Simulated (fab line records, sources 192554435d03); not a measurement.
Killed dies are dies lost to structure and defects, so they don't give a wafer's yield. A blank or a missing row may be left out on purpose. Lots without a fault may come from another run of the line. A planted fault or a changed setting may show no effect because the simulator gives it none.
Split-lot experiment | flow n5_finfet | 7 lots, 21 wafers read, on a route of 1938 steps

THE SPLIT
At N5_BEOL_M0_SAQP_PECVD_04 (deposits a-Si from SiH4/He, target thk 60 nm, time 60.2 s), the setting time_s was moved away from the recipe's 60.2 s on 3 of the 21 wafers read, by +6.8% to +14.2%. The other wafers ran this setting at the recipe's value.

FROM THE SPLIT TO THE READING: what the file shows between them, 5 steps
- N5_BEOL_M0_SAQP_THK_MEAS_05
- N5_BEOL_M0_SAQP_HM_DEP_111: deposits SiO2 from SiH4/N2O, target thk 12 nm, time 7.2 s
- N5_BEOL_M0_SAQP_COAT_81: time 60 s, resist thk 100 nm
- N5_BEOL_M0_SAQP_HM_OPEN_112: chemistry CHF3/O2, target SiO2, stops on a-Si, target depth 12 nm, time 13.5 s
- N5_BEOL_M0_SAQP_STRIP_113: strips in CHF3/O2

THE READING
etch.depth_nm (the simulator's own value, which no gauge read), in nm, at N5_BEOL_M0_SAQP_MANDREL_ETCH_20 (etches a-Si in HBr/Cl2, stops on SiNx, target depth 60 nm, bt time 10 s, time 30 s). The file gives no usual value for it. The 18 wafers here that ran the recipe average 60.24 nm, standard deviation 0.69 nm.

wafer  | tool, chamber at the split | time_s as run, s | against the recipe | etch.depth_nm, nm | against lot-mates on the recipe
L074.2 | pecvd-02, 2                | 60.2             | recipe             | 58.95             | -
L074.5 | pecvd-02, 0                | 60.2             | recipe             | 61.2              | -
L074.6 | pecvd-02, 2                | 60.2             | recipe             | 59.44             | -
L077.1 | pecvd-04, 1                | 68.74            | +14.2%             | 67.78             | +7.58
L077.4 | pecvd-04, 0                | 60.2             | recipe             | 60.2              | -
L077.5 | pecvd-04, 2                | 68.74            | +14.2%             | 68.15             | +7.95
L080.2 | pecvd-04, 2                | 60.2             | recipe             | 60.38             | -
L080.5 | pecvd-04, 2                | 60.2             | recipe             | 61.58             | -
L080.6 | pecvd-04, 0                | 60.2             | recipe             | 60.53             | -
L085.1 | pecvd-02, 2                | 60.2             | recipe             | 59.98             | -
L085.4 | pecvd-02, 0                | 60.2             | recipe             | 60.6              | -
L085.5 | pecvd-02, 2                | 60.2             | recipe             | 60.37             | -
L087.2 | pecvd-02, 0                | 60.2             | recipe             | 60.11             | -
L087.3 | pecvd-02, 2                | 60.2             | recipe             | 59.55             | -
L087.6 | pecvd-02, 2                | 64.3             | +6.8%              | 64.53             | +4.70
L091.1 | pecvd-04, 1                | 60.2             | recipe             | 59.36             | -
L091.3 | pecvd-04, 0                | 60.2             | recipe             | 59.63             | -
L091.6 | pecvd-04, 2                | 60.2             | recipe             | 60.39             | -
L095.1 | pecvd-01, 0                | 60.2             | recipe             | 59.84             | -
L095.4 | pecvd-01, 0                | 60.2             | recipe             | 61.12             | -
L095.5 | pecvd-01, 1                | 60.2             | recipe             | 61.02             | -

THE FIT
A straight line over all 21 wafers: etch.depth_nm changes by +0.553 nm for each +1% of time_s; r = +0.96; the points scatter about the line by 0.68 nm.
The same after taking each lot's own level away (the mean of its wafers on the recipe; 21 wafers): +0.56 nm for each +1%; r = +0.97; scatter 0.58 nm.
On that fit, the largest move of time_s shifts the reading by 7.9 nm.
The lots' own levels span 59.793 to 60.830 nm, that is 1.5 times the standard deviation above.
So the lot-to-lot level changes the slope little: the two slopes agree.
Check: with one of the wafers moved furthest among these (+14.2%) left out of the fit, the line predicts +8.29 nm for it against its lot-mates. It came out at +7.58 nm against them.

OTHER SPLITS ON THESE WAFERS
These wafers also went through other splits before the reading. Each is held against what the fit with the lots' levels taken away leaves over:
other split on the same wafers        | wafers away from the commonest value | r with etch.depth_nm (lot level and that fit taken away)
N5_MOL_CONTACT_COAG_EXPOSE_05 dose_mj | 8                                    | +0.14
N5_BEOL_M0_SAQP_PECVD_00 time_s       | 7                                    | -0.08

THE WHOLE CHAIN: every reading that the file lists as answering this split, in the file's order
step                            | what it does                                                                       | reading                                                                               | change (the file's fit)               | r (the file's)
N5_BEOL_M0_SAQP_PECVD_04        | deposits a-Si from SiH4/He, target thk 60 nm, time 60.2 s                          | a-Si_of_BEOL_M0_SAQP_PECVD_04.thk_nm (the simulator's own value, which no gauge read) | +0.576 nm for each +1% of the setting | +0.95
N5_BEOL_M0_SAQP_THK_MEAS_05     |                                                                                    | thk_nm                                                                                | withheld for each +1% of the setting  | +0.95
N5_BEOL_M0_SAQP_MANDREL_ETCH_20 | etches a-Si in HBr/Cl2, stops on SiNx, target depth 60 nm, bt time 10 s, time 30 s | etch.depth_nm (the simulator's own value, which no gauge read)                        | +0.575 nm for each +1% of the setting | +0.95

THE FILE'S OWN FIT
etch.depth_nm changes by +0.575 nm for each +1% of time_s, r = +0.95.
